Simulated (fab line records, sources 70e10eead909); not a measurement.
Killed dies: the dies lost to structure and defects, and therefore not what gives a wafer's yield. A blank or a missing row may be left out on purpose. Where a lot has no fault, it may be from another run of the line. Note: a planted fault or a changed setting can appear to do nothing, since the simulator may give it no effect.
fab line records || flow nand-harc || part 2 of 2: steps 26 to 34 of 34
record: {"lots": 5, "wafers": 15, "last-day": 24}
route steps=1159 shown A_WL_FILL@839 A_CONTACT@840
lots with no fault: from the same line, run without faults
start-h: hours from the record's first day to the start of the lot's first wafer shown || wait-h: hours elapsed since this lot's preceding step || " same as the row above || L1.1+2: a row that stands for several wafers || - no value, or no start was given || * or withheld: withheld || < > ~ a bound
route shown NAME@n: NAME is a module with steps in the file, n the number in the route of the first one || usual: the fault-free wafers' mean and standard deviation || same: alike in all rows || chamber/n: place in a boat || sites: the reading at each site || _std_site: standard deviation of those values || _edge_site: outer sites' mean less inner sites' || radius-mm: how far each site lies from the wafer's centre || mask NAME#n: copy n || behind: the tool/chamber that last shaped the wafer || hold: cause of the lot's hold/its duration in hours/its outcome || device: names the non-switching transistor (n, p or np) || end of line: tests of these same wafers at the route's end || for a step that has no rows: nothing shown but its recipe || killed: the dies lost at the first sort to structure and to defects; this is not the yield of the wafer || map: a wafer's dies, x killed, . not, _ none there
set.NAME: the setting that was run; set.NAME@STEP: the one run at that earlier step || model.NAME: the simulator's own value behind a step, which no gauge read
lots seen at some steps along the route; tables by step, rows by wafer
services: a tool's chamber out of use, with start hour (start-h, from the record's first day; less than 0 if before it), hours out, and reason
== steps ==
step: NHARC_A_CONTACT_ETCH_114
recipe: {"source-w": "withheld", "pressure-mtorr": 20, "bias-v": 3000, "time-s": 94, "target-depth-a": 9220, "ar-flow-sccm": "withheld", "c4f8-flow-sccm": "withheld", "o2-flow-sccm": "withheld", "chemistry": "C4F8/O2/Ar"}
{"lot.wafer": "L074.1", "tool": "har-cap-etch-01", "chamber": 1, "start-h": 357.62, "wait-h": 0.1, "rf-hours-counter-h": 54}
{"lot.wafer": "L074.2", "tool": "har-cap-etch-01", "chamber": 0, "start-h": 357.62, "wait-h": 0.1, "rf-hours-counter-h": 54}
{"lot.wafer": "L074.4", "tool": "har-cap-etch-01", "chamber": 1, "start-h": 357.62, "wait-h": 0.1, "rf-hours-counter-h": "-"}
{"lot.wafer": "L083.4", "tool": "har-cap-etch-03", "chamber": 0, "start-h": 426.88, "wait-h": 0.1, "rf-hours-counter-h": "-"}
{"lot.wafer": "L083.3", "tool": "har-cap-etch-03", "chamber": 1, "start-h": 426.88, "wait-h": 0.1, "rf-hours-counter-h": "-"}
{"lot.wafer": "L083.6", "tool": "har-cap-etch-03", "chamber": 0, "start-h": 426.88, "wait-h": 0.1, "rf-hours-counter-h": "-"}
{"lot.wafer": "L080.1", "tool": "har-cap-etch-02", "chamber": 0, "start-h": 431.01, "wait-h": 0.1, "rf-hours-counter-h": 16}
{"lot.wafer": "L080.3", "tool": "har-cap-etch-02", "chamber": 0, "start-h": 431.01, "wait-h": 0.1, "rf-hours-counter-h": "-"}
{"lot.wafer": "L080.6", "tool": "har-cap-etch-02", "chamber": 0, "start-h": 431.01, "wait-h": 0.1, "rf-hours-counter-h": "-"}
{"lot.wafer": "L091.4", "tool": "har-cap-etch-01", "chamber": 0, "start-h": 480.79, "wait-h": 0.1, "rf-hours-counter-h": "-"}
{"lot.wafer": "L091.6", "tool": "har-cap-etch-01", "chamber": 0, "start-h": 480.79, "wait-h": 0.1, "rf-hours-counter-h": "-"}
{"lot.wafer": "L091.5", "tool": "har-cap-etch-01", "chamber": 1, "start-h": 480.79, "wait-h": 0.1, "rf-hours-counter-h": "-"}
{"lot.wafer": "L094.1", "tool": "har-cap-etch-01", "chamber": 1, "start-h": 506.40, "wait-h": 0.1, "rf-hours-counter-h": 81}
{"lot.wafer": "L094.3", "tool": "har-cap-etch-01", "chamber": 0, "start-h": 506.40, "wait-h": 0.1, "rf-hours-counter-h": "-"}
{"lot.wafer": "L094.5", "tool": "har-cap-etch-01", "chamber": 0, "start-h": 506.40, "wait-h": 0.1, "rf-hours-counter-h": "-"}
step: NHARC_A_CONTACT_ETCH_115
recipe: {"source-w": "withheld", "pressure-mtorr": 20, "bias-v": 3000, "time-s": 94, "target-depth-a": 9220, "ar-flow-sccm": "withheld", "c4f8-flow-sccm": "withheld", "o2-flow-sccm": "withheld", "chemistry": "C4F8/O2/Ar"}
{"lot.wafer": "L074.1", "tool": "har-cap-etch-01", "chamber": 1, "start-h": 357.71, "wait-h": 0.1, "rf-hours-counter-h": 54}
{"lot.wafer": "L074.2", "tool": "har-cap-etch-01", "chamber": 0, "start-h": 357.71, "wait-h": 0.1, "rf-hours-counter-h": 54}
{"lot.wafer": "L074.4", "tool": "har-cap-etch-01", "chamber": 1, "start-h": 357.71, "wait-h": 0.1, "rf-hours-counter-h": "-"}
{"lot.wafer": "L083.4", "tool": "har-cap-etch-03", "chamber": 0, "start-h": 426.97, "wait-h": 0.1, "rf-hours-counter-h": "-"}
{"lot.wafer": "L083.3", "tool": "har-cap-etch-03", "chamber": 1, "start-h": 426.97, "wait-h": 0.1, "rf-hours-counter-h": "-"}
{"lot.wafer": "L083.6", "tool": "har-cap-etch-03", "chamber": 0, "start-h": 426.97, "wait-h": 0.1, "rf-hours-counter-h": "-"}
{"lot.wafer": "L080.1", "tool": "har-cap-etch-02", "chamber": 0, "start-h": 431.10, "wait-h": 0.1, "rf-hours-counter-h": 16}
{"lot.wafer": "L080.3", "tool": "har-cap-etch-02", "chamber": 0, "start-h": 431.10, "wait-h": 0.1, "rf-hours-counter-h": "-"}
{"lot.wafer": "L080.6", "tool": "har-cap-etch-02", "chamber": 0, "start-h": 431.10, "wait-h": 0.1, "rf-hours-counter-h": "-"}
{"lot.wafer": "L091.4", "tool": "har-cap-etch-01", "chamber": 0, "start-h": 480.88, "wait-h": 0.1, "rf-hours-counter-h": "-"}
{"lot.wafer": "L091.6", "tool": "har-cap-etch-01", "chamber": 0, "start-h": 480.88, "wait-h": 0.1, "rf-hours-counter-h": "-"}
{"lot.wafer": "L091.5", "tool": "har-cap-etch-01", "chamber": 1, "start-h": 480.88, "wait-h": 0.1, "rf-hours-counter-h": "-"}
{"lot.wafer": "L094.1", "tool": "har-cap-etch-01", "chamber": 1, "start-h": 506.49, "wait-h": 0.1, "rf-hours-counter-h": 81}
{"lot.wafer": "L094.3", "tool": "har-cap-etch-01", "chamber": 0, "start-h": 506.49, "wait-h": 0.1, "rf-hours-counter-h": "-"}
{"lot.wafer": "L094.5", "tool": "har-cap-etch-01", "chamber": 0, "start-h": 506.49, "wait-h": 0.1, "rf-hours-counter-h": "-"}
step: NHARC_A_CONTACT_ETCH_116
recipe: {"source-w": "withheld", "pressure-mtorr": 20, "bias-v": 3000, "time-s": 94, "target-depth-a": 9220, "ar-flow-sccm": "withheld", "c4f8-flow-sccm": "withheld", "o2-flow-sccm": "withheld", "chemistry": "C4F8/O2/Ar"}
{"lot.wafer": "L074.1", "tool": "har-cap-etch-01", "chamber": 1, "start-h": 357.80, "wait-h": 0.1, "rf-hours-counter-h": 54}
{"lot.wafer": "L074.2", "tool": "har-cap-etch-01", "chamber": 0, "start-h": 357.80, "wait-h": 0.1, "rf-hours-counter-h": 54}
{"lot.wafer": "L074.4", "tool": "har-cap-etch-01", "chamber": 1, "start-h": 357.80, "wait-h": 0.1, "rf-hours-counter-h": "-"}
{"lot.wafer": "L083.4", "tool": "har-cap-etch-03", "chamber": 0, "start-h": 427.06, "wait-h": 0.1, "rf-hours-counter-h": "-"}
{"lot.wafer": "L083.3", "tool": "har-cap-etch-03", "chamber": 1, "start-h": 427.06, "wait-h": 0.1, "rf-hours-counter-h": "-"}
{"lot.wafer": "L083.6", "tool": "har-cap-etch-03", "chamber": 0, "start-h": 427.06, "wait-h": 0.1, "rf-hours-counter-h": "-"}
{"lot.wafer": "L080.1", "tool": "har-cap-etch-02", "chamber": 0, "start-h": 431.20, "wait-h": 0.1, "rf-hours-counter-h": 16}
{"lot.wafer": "L080.3", "tool": "har-cap-etch-02", "chamber": 0, "start-h": 431.20, "wait-h": 0.1, "rf-hours-counter-h": "-"}
{"lot.wafer": "L080.6", "tool": "har-cap-etch-02", "chamber": 0, "start-h": 431.20, "wait-h": 0.1, "rf-hours-counter-h": "-"}
{"lot.wafer": "L091.4", "tool": "har-cap-etch-01", "chamber": 0, "start-h": 480.97, "wait-h": 0.1, "rf-hours-counter-h": "-"}
{"lot.wafer": "L091.6", "tool": "har-cap-etch-01", "chamber": 0, "start-h": 480.97, "wait-h": 0.1, "rf-hours-counter-h": "-"}
{"lot.wafer": "L091.5", "tool": "har-cap-etch-01", "chamber": 1, "start-h": 480.97, "wait-h": 0.1, "rf-hours-counter-h": "-"}
{"lot.wafer": "L094.1", "tool": "har-cap-etch-01", "chamber": 1, "start-h": 506.58, "wait-h": 0.1, "rf-hours-counter-h": 81}
{"lot.wafer": "L094.3", "tool": "har-cap-etch-01", "chamber": 0, "start-h": 506.58, "wait-h": 0.1, "rf-hours-counter-h": "-"}
{"lot.wafer": "L094.5", "tool": "har-cap-etch-01", "chamber": 0, "start-h": 506.58, "wait-h": 0.1, "rf-hours-counter-h": "-"}
step: NHARC_A_CONTACT_ETCH_117
recipe: {"source-w": "withheld", "pressure-mtorr": 20, "bias-v": 3000, "time-s": 94, "target-depth-a": 9220, "ar-flow-sccm": "withheld", "c4f8-flow-sccm": "withheld", "o2-flow-sccm": "withheld", "chemistry": "C4F8/O2/Ar"}
{"lot.wafer": "L074.1", "tool": "har-cap-etch-01", "chamber": 1, "start-h": 357.89, "wait-h": 0.1, "rf-hours-counter-h": 54}
{"lot.wafer": "L074.2", "tool": "har-cap-etch-01", "chamber": 0, "start-h": 357.89, "wait-h": 0.1, "rf-hours-counter-h": 54}
{"lot.wafer": "L074.4", "tool": "har-cap-etch-01", "chamber": 1, "start-h": 357.89, "wait-h": 0.1, "rf-hours-counter-h": "-"}
{"lot.wafer": "L083.4", "tool": "har-cap-etch-03", "chamber": 0, "start-h": 427.15, "wait-h": 0.1, "rf-hours-counter-h": "-"}
{"lot.wafer": "L083.3", "tool": "har-cap-etch-03", "chamber": 1, "start-h": 427.15, "wait-h": 0.1, "rf-hours-counter-h": "-"}
{"lot.wafer": "L083.6", "tool": "har-cap-etch-03", "chamber": 0, "start-h": 427.15, "wait-h": 0.1, "rf-hours-counter-h": "-"}
{"lot.wafer": "L080.1", "tool": "har-cap-etch-02", "chamber": 0, "start-h": 431.29, "wait-h": 0.1, "rf-hours-counter-h": 16}
{"lot.wafer": "L080.3", "tool": "har-cap-etch-02", "chamber": 0, "start-h": 431.29, "wait-h": 0.1, "rf-hours-counter-h": "-"}
{"lot.wafer": "L080.6", "tool": "har-cap-etch-02", "chamber": 0, "start-h": 431.29, "wait-h": 0.1, "rf-hours-counter-h": "-"}
{"lot.wafer": "L091.4", "tool": "har-cap-etch-01", "chamber": 0, "start-h": 481.06, "wait-h": 0.1, "rf-hours-counter-h": "-"}
{"lot.wafer": "L091.6", "tool": "har-cap-etch-01", "chamber": 0, "start-h": 481.06, "wait-h": 0.1, "rf-hours-counter-h": "-"}
{"lot.wafer": "L091.5", "tool": "har-cap-etch-01", "chamber": 1, "start-h": 481.06, "wait-h": 0.1, "rf-hours-counter-h": "-"}
{"lot.wafer": "L094.1", "tool": "har-cap-etch-01", "chamber": 1, "start-h": 506.67, "wait-h": 0.1, "rf-hours-counter-h": 81}
{"lot.wafer": "L094.3", "tool": "har-cap-etch-01", "chamber": 0, "start-h": 506.67, "wait-h": 0.1, "rf-hours-counter-h": "-"}
{"lot.wafer": "L094.5", "tool": "har-cap-etch-01", "chamber": 0, "start-h": 506.67, "wait-h": 0.1, "rf-hours-counter-h": "-"}
step: NHARC_A_CONTACT_ETCH_118
recipe: {"source-w": "withheld", "pressure-mtorr": 20, "bias-v": 3000, "time-s": 94, "target-depth-a": 9220, "ar-flow-sccm": "withheld", "c4f8-flow-sccm": "withheld", "o2-flow-sccm": "withheld", "chemistry": "C4F8/O2/Ar"}
{"lot.wafer": "L074.1", "tool": "har-cap-etch-01", "chamber": 1, "start-h": 357.98, "wait-h": 0.1, "rf-hours-counter-h": 54}
{"lot.wafer": "L074.2", "tool": "har-cap-etch-01", "chamber": 0, "start-h": 357.98, "wait-h": 0.1, "rf-hours-counter-h": 54}
{"lot.wafer": "L074.4", "tool": "har-cap-etch-01", "chamber": 1, "start-h": 357.98, "wait-h": 0.1, "rf-hours-counter-h": "-"}
{"lot.wafer": "L083.4", "tool": "har-cap-etch-03", "chamber": 0, "start-h": 427.24, "wait-h": 0.1, "rf-hours-counter-h": "-"}
{"lot.wafer": "L083.3", "tool": "har-cap-etch-03", "chamber": 1, "start-h": 427.24, "wait-h": 0.1, "rf-hours-counter-h": "-"}
{"lot.wafer": "L083.6", "tool": "har-cap-etch-03", "chamber": 0, "start-h": 427.24, "wait-h": 0.1, "rf-hours-counter-h": "-"}
{"lot.wafer": "L080.1", "tool": "har-cap-etch-02", "chamber": 0, "start-h": 431.38, "wait-h": 0.1, "rf-hours-counter-h": 16}
{"lot.wafer": "L080.3", "tool": "har-cap-etch-02", "chamber": 0, "start-h": 431.38, "wait-h": 0.1, "rf-hours-counter-h": "-"}
{"lot.wafer": "L080.6", "tool": "har-cap-etch-02", "chamber": 0, "start-h": 431.38, "wait-h": 0.1, "rf-hours-counter-h": "-"}
{"lot.wafer": "L091.4", "tool": "har-cap-etch-01", "chamber": 0, "start-h": 481.15, "wait-h": 0.1, "rf-hours-counter-h": "-"}
{"lot.wafer": "L091.6", "tool": "har-cap-etch-01", "chamber": 0, "start-h": 481.15, "wait-h": 0.1, "rf-hours-counter-h": "-"}
{"lot.wafer": "L091.5", "tool": "har-cap-etch-01", "chamber": 1, "start-h": 481.15, "wait-h": 0.1, "rf-hours-counter-h": "-"}
{"lot.wafer": "L094.1", "tool": "har-cap-etch-01", "chamber": 1, "start-h": 506.76, "wait-h": 0.1, "rf-hours-counter-h": 81}
{"lot.wafer": "L094.3", "tool": "har-cap-etch-01", "chamber": 0, "start-h": 506.76, "wait-h": 0.1, "rf-hours-counter-h": "-"}
{"lot.wafer": "L094.5", "tool": "har-cap-etch-01", "chamber": 0, "start-h": 506.76, "wait-h": 0.1, "rf-hours-counter-h": "-"}
step: NHARC_A_CONTACT_ETCH_119
recipe: {"source-w": "withheld", "pressure-mtorr": 20, "bias-v": 3000, "time-s": 94, "target-depth-a": 9220, "ar-flow-sccm": "withheld", "c4f8-flow-sccm": "withheld", "o2-flow-sccm": "withheld", "chemistry": "C4F8/O2/Ar"}
{"lot.wafer": "L074.1", "tool": "har-cap-etch-01", "chamber": 1, "start-h": 358.07, "wait-h": 0.1, "rf-hours-counter-h": 54}
{"lot.wafer": "L074.2", "tool": "har-cap-etch-01", "chamber": 0, "start-h": 358.07, "wait-h": 0.1, "rf-hours-counter-h": 54}
{"lot.wafer": "L074.4", "tool": "har-cap-etch-01", "chamber": 1, "start-h": 358.07, "wait-h": 0.1, "rf-hours-counter-h": "-"}
{"lot.wafer": "L083.4", "tool": "har-cap-etch-03", "chamber": 0, "start-h": 427.33, "wait-h": 0.1, "rf-hours-counter-h": "-"}
{"lot.wafer": "L083.3", "tool": "har-cap-etch-03", "chamber": 1, "start-h": 427.33, "wait-h": 0.1, "rf-hours-counter-h": "-"}
{"lot.wafer": "L083.6", "tool": "har-cap-etch-03", "chamber": 0, "start-h": 427.33, "wait-h": 0.1, "rf-hours-counter-h": "-"}
{"lot.wafer": "L080.1", "tool": "har-cap-etch-02", "chamber": 0, "start-h": 431.47, "wait-h": 0.1, "rf-hours-counter-h": 17}
{"lot.wafer": "L080.3", "tool": "har-cap-etch-02", "chamber": 0, "start-h": 431.47, "wait-h": 0.1, "rf-hours-counter-h": "-"}
{"lot.wafer": "L080.6", "tool": "har-cap-etch-02", "chamber": 0, "start-h": 431.47, "wait-h": 0.1, "rf-hours-counter-h": "-"}
{"lot.wafer": "L091.4", "tool": "har-cap-etch-01", "chamber": 0, "start-h": 481.24, "wait-h": 0.1, "rf-hours-counter-h": "-"}
{"lot.wafer": "L091.6", "tool": "har-cap-etch-01", "chamber": 0, "start-h": 481.24, "wait-h": 0.1, "rf-hours-counter-h": "-"}
{"lot.wafer": "L091.5", "tool": "har-cap-etch-01", "chamber": 1, "start-h": 481.24, "wait-h": 0.1, "rf-hours-counter-h": "-"}
{"lot.wafer": "L094.1", "tool": "har-cap-etch-01", "chamber": 1, "start-h": 506.85, "wait-h": 0.1, "rf-hours-counter-h": 81}
{"lot.wafer": "L094.3", "tool": "har-cap-etch-01", "chamber": 0, "start-h": 506.85, "wait-h": 0.1, "rf-hours-counter-h": "-"}
{"lot.wafer": "L094.5", "tool": "har-cap-etch-01", "chamber": 0, "start-h": 506.85, "wait-h": 0.1, "rf-hours-counter-h": "-"}
step: NHARC_A_CONTACT_ETCH_120
recipe: {"source-w": "withheld", "pressure-mtorr": 20, "bias-v": 3000, "time-s": 94, "target-depth-a": 9220, "ar-flow-sccm": "withheld", "c4f8-flow-sccm": "withheld", "o2-flow-sccm": "withheld", "chemistry": "C4F8/O2/Ar"}
{"lot.wafer": "L074.1", "tool": "har-cap-etch-01", "chamber": 1, "start-h": 358.16, "wait-h": 0.1, "rf-hours-counter-h": 54}
{"lot.wafer": "L074.2", "tool": "har-cap-etch-01", "chamber": 0, "start-h": 358.16, "wait-h": 0.1, "rf-hours-counter-h": 54}
{"lot.wafer": "L074.4", "tool": "har-cap-etch-01", "chamber": 1, "start-h": 358.16, "wait-h": 0.1, "rf-hours-counter-h": "-"}
{"lot.wafer": "L083.4", "tool": "har-cap-etch-03", "chamber": 0, "start-h": 427.42, "wait-h": 0.1, "rf-hours-counter-h": "-"}
{"lot.wafer": "L083.3", "tool": "har-cap-etch-03", "chamber": 1, "start-h": 427.42, "wait-h": 0.1, "rf-hours-counter-h": "-"}
{"lot.wafer": "L083.6", "tool": "har-cap-etch-03", "chamber": 0, "start-h": 427.42, "wait-h": 0.1, "rf-hours-counter-h": "-"}
{"lot.wafer": "L080.1", "tool": "har-cap-etch-02", "chamber": 0, "start-h": 431.56, "wait-h": 0.1, "rf-hours-counter-h": 17}
{"lot.wafer": "L080.3", "tool": "har-cap-etch-02", "chamber": 0, "start-h": 431.56, "wait-h": 0.1, "rf-hours-counter-h": "-"}
{"lot.wafer": "L080.6", "tool": "har-cap-etch-02", "chamber": 0, "start-h": 431.56, "wait-h": 0.1, "rf-hours-counter-h": "-"}
{"lot.wafer": "L091.4", "tool": "har-cap-etch-01", "chamber": 0, "start-h": 481.33, "wait-h": 0.1, "rf-hours-counter-h": "-"}
{"lot.wafer": "L091.6", "tool": "har-cap-etch-01", "chamber": 0, "start-h": 481.33, "wait-h": 0.1, "rf-hours-counter-h": "-"}
{"lot.wafer": "L091.5", "tool": "har-cap-etch-01", "chamber": 1, "start-h": 481.33, "wait-h": 0.1, "rf-hours-counter-h": "-"}
{"lot.wafer": "L094.1", "tool": "har-cap-etch-01", "chamber": 1, "start-h": 506.94, "wait-h": 0.1, "rf-hours-counter-h": 81}
{"lot.wafer": "L094.3", "tool": "har-cap-etch-01", "chamber": 0, "start-h": 506.94, "wait-h": 0.1, "rf-hours-counter-h": "-"}
{"lot.wafer": "L094.5", "tool": "har-cap-etch-01", "chamber": 0, "start-h": 506.94, "wait-h": 0.1, "rf-hours-counter-h": "-"}
step: NHARC_A_CONTACT_ETCH_121
recipe: {"source-w": "withheld", "pressure-mtorr": 20, "bias-v": 3000, "time-s": 94, "target-depth-a": 9220, "ar-flow-sccm": "withheld", "c4f8-flow-sccm": "withheld", "o2-flow-sccm": "withheld", "chemistry": "C4F8/O2/Ar"}
{"lot.wafer": "L074.1", "tool": "har-cap-etch-01", "chamber": 1, "start-h": 358.25, "wait-h": 0.1, "rf-hours-counter-h": 55}
{"lot.wafer": "L074.2", "tool": "har-cap-etch-01", "chamber": 0, "start-h": 358.25, "wait-h": 0.1, "rf-hours-counter-h": 55}
{"lot.wafer": "L074.4", "tool": "har-cap-etch-01", "chamber": 1, "start-h": 358.25, "wait-h": 0.1, "rf-hours-counter-h": "-"}
{"lot.wafer": "L083.4", "tool": "har-cap-etch-03", "chamber": 0, "start-h": 427.51, "wait-h": 0.1, "rf-hours-counter-h": "-"}
{"lot.wafer": "L083.3", "tool": "har-cap-etch-03", "chamber": 1, "start-h": 427.51, "wait-h": 0.1, "rf-hours-counter-h": "-"}
{"lot.wafer": "L083.6", "tool": "har-cap-etch-03", "chamber": 0, "start-h": 427.51, "wait-h": 0.1, "rf-hours-counter-h": "-"}
{"lot.wafer": "L080.1", "tool": "har-cap-etch-02", "chamber": 0, "start-h": 431.65, "wait-h": 0.1, "rf-hours-counter-h": 17}
{"lot.wafer": "L080.3", "tool": "har-cap-etch-02", "chamber": 0, "start-h": 431.65, "wait-h": 0.1, "rf-hours-counter-h": "-"}
{"lot.wafer": "L080.6", "tool": "har-cap-etch-02", "chamber": 0, "start-h": 431.65, "wait-h": 0.1, "rf-hours-counter-h": "-"}
{"lot.wafer": "L091.4", "tool": "har-cap-etch-01", "chamber": 0, "start-h": 481.43, "wait-h": 0.1, "rf-hours-counter-h": "-"}
{"lot.wafer": "L091.6", "tool": "har-cap-etch-01", "chamber": 0, "start-h": 481.43, "wait-h": 0.1, "rf-hours-counter-h": "-"}
{"lot.wafer": "L091.5", "tool": "har-cap-etch-01", "chamber": 1, "start-h": 481.43, "wait-h": 0.1, "rf-hours-counter-h": "-"}
{"lot.wafer": "L094.1", "tool": "har-cap-etch-01", "chamber": 1, "start-h": 507.03, "wait-h": 0.1, "rf-hours-counter-h": 81}
{"lot.wafer": "L094.3", "tool": "har-cap-etch-01", "chamber": 0, "start-h": 507.03, "wait-h": 0.1, "rf-hours-counter-h": "-"}
{"lot.wafer": "L094.5", "tool": "har-cap-etch-01", "chamber": 0, "start-h": 507.03, "wait-h": 0.1, "rf-hours-counter-h": "-"}
step: NHARC_A_CONTACT_ETCH_122
recipe: {"source-w": "withheld", "pressure-mtorr": 20, "bias-v": 3000, "time-s": 95, "target-depth-a": 9300, "ar-flow-sccm": "withheld", "c4f8-flow-sccm": "withheld", "o2-flow-sccm": "withheld", "chemistry": "C4F8/O2/Ar"}
{"lot.wafer": "L074.1", "tool": "har-cap-etch-01", "chamber": 1, "start-h": 358.34, "wait-h": 0.1, "rf-hours-counter-h": 55}
{"lot.wafer": "L074.2", "tool": "har-cap-etch-01", "chamber": 0, "start-h": 358.34, "wait-h": 0.1, "rf-hours-counter-h": 55}
{"lot.wafer": "L074.4", "tool": "har-cap-etch-01", "chamber": 1, "start-h": 358.34, "wait-h": 0.1, "rf-hours-counter-h": "-"}
{"lot.wafer": "L083.4", "tool": "har-cap-etch-03", "chamber": 0, "start-h": 427.60, "wait-h": 0.1, "rf-hours-counter-h": "-"}
{"lot.wafer": "L083.3", "tool": "har-cap-etch-03", "chamber": 1, "start-h": 427.60, "wait-h": 0.1, "rf-hours-counter-h": "-"}
{"lot.wafer": "L083.6", "tool": "har-cap-etch-03", "chamber": 0, "start-h": 427.60, "wait-h": 0.1, "rf-hours-counter-h": "-"}
{"lot.wafer": "L080.1", "tool": "har-cap-etch-02", "chamber": 0, "start-h": 431.74, "wait-h": 0.1, "rf-hours-counter-h": 17}
{"lot.wafer": "L080.3", "tool": "har-cap-etch-02", "chamber": 0, "start-h": 431.74, "wait-h": 0.1, "rf-hours-counter-h": "-"}
{"lot.wafer": "L080.6", "tool": "har-cap-etch-02", "chamber": 0, "start-h": 431.74, "wait-h": 0.1, "rf-hours-counter-h": "-"}
{"lot.wafer": "L091.4", "tool": "har-cap-etch-01", "chamber": 0, "start-h": 481.52, "wait-h": 0.1, "rf-hours-counter-h": "-"}
{"lot.wafer": "L091.6", "tool": "har-cap-etch-01", "chamber": 0, "start-h": 481.52, "wait-h": 0.1, "rf-hours-counter-h": "-"}
{"lot.wafer": "L091.5", "tool": "har-cap-etch-01", "chamber": 1, "start-h": 481.52, "wait-h": 0.1, "rf-hours-counter-h": "-"}
{"lot.wafer": "L094.1", "tool": "har-cap-etch-01", "chamber": 1, "start-h": 507.12, "wait-h": 0.1, "rf-hours-counter-h": 81}
{"lot.wafer": "L094.3", "tool": "har-cap-etch-01", "chamber": 0, "start-h": 507.12, "wait-h": 0.1, "rf-hours-counter-h": "-"}
{"lot.wafer": "L094.5", "tool": "har-cap-etch-01", "chamber": 0, "start-h": 507.12, "wait-h": 0.1, "rf-hours-counter-h": "-"}
== services ==
{"tool": "pecvd-02", "chamber": "-", "start-h": 334.97, "hours": 13.0, "kind": "pm"}
{"tool": "arfi-scanner-01", "chamber": "-", "start-h": 341.58, "hours": 0.2, "kind": "repair"}
{"tool": "rie-diel-04", "chamber": "-", "start-h": 343.56, "hours": 0.6, "kind": "repair"}
{"tool": "rie-diel-04", "chamber": 0, "start-h": 346.92, "hours": "-", "kind": "clean"}
{"tool": "rie-diel-04", "chamber": 1, "start-h": 346.92, "hours": "-", "kind": "clean"}
{"tool": "rie-diel-04", "chamber": 2, "start-h": 346.92, "hours": "-", "kind": "clean"}
{"tool": "rie-diel-04", "chamber": 3, "start-h": 346.92, "hours": "-", "kind": "clean"}
{"tool": "acl-dep-02", "chamber": "-", "start-h": 349.60, "hours": 13.0, "kind": "pm"}
{"tool": "pecvd-02", "chamber": 0, "start-h": 354.86, "hours": 18.9, "kind": "repair"}
{"tool": "arfi-scanner-01", "chamber": "-", "start-h": 368.00, "hours": 4.0, "kind": "pm"}
{"tool": "rie-diel-04", "chamber": 0, "start-h": 371.42, "hours": "-", "kind": "clean"}
{"tool": "rie-diel-04", "chamber": 1, "start-h": 371.42, "hours": "-", "kind": "clean"}
{"tool": "pecvd-04", "chamber": "-", "start-h": 376.82, "hours": 13.0, "kind": "pm"}
{"tool": "arfi-scanner-03", "chamber": "-", "start-h": 390.79, "hours": 0.4, "kind": "repair"}
{"tool": "rie-diel-04", "chamber": "-", "start-h": 393.64, "hours": 0.7, "kind": "repair"}
{"tool": "acl-dep-03", "chamber": "-", "start-h": 407.84, "hours": 13.0, "kind": "pm"}
{"tool": "pecvd-01", "chamber": "-", "start-h": 418.00, "hours": 13.0, "kind": "pm"}
{"tool": "litho-track-01", "chamber": "-", "start-h": 443.00, "hours": 7.0, "kind": "pm"}
{"tool": "rie-diel-04", "chamber": "-", "start-h": 465.95, "hours": 9.0, "kind": "pm"}
{"tool": "litho-track-06", "chamber": "-", "start-h": 467.00, "hours": 7.0, "kind": "pm"}
{"tool": "acl-dep-01", "chamber": "-", "start-h": 474.72, "hours": 13.0, "kind": "pm"}
{"tool": "arfi-scanner-03", "chamber": "-", "start-h": 484.00, "hours": 4.0, "kind": "pm"}
{"tool": "litho-track-04", "chamber": "-", "start-h": 491.00, "hours": 7.0, "kind": "pm"}
{"tool": "pecvd-04", "chamber": 2, "start-h": 496.44, "hours": 7.3, "kind": "repair"}
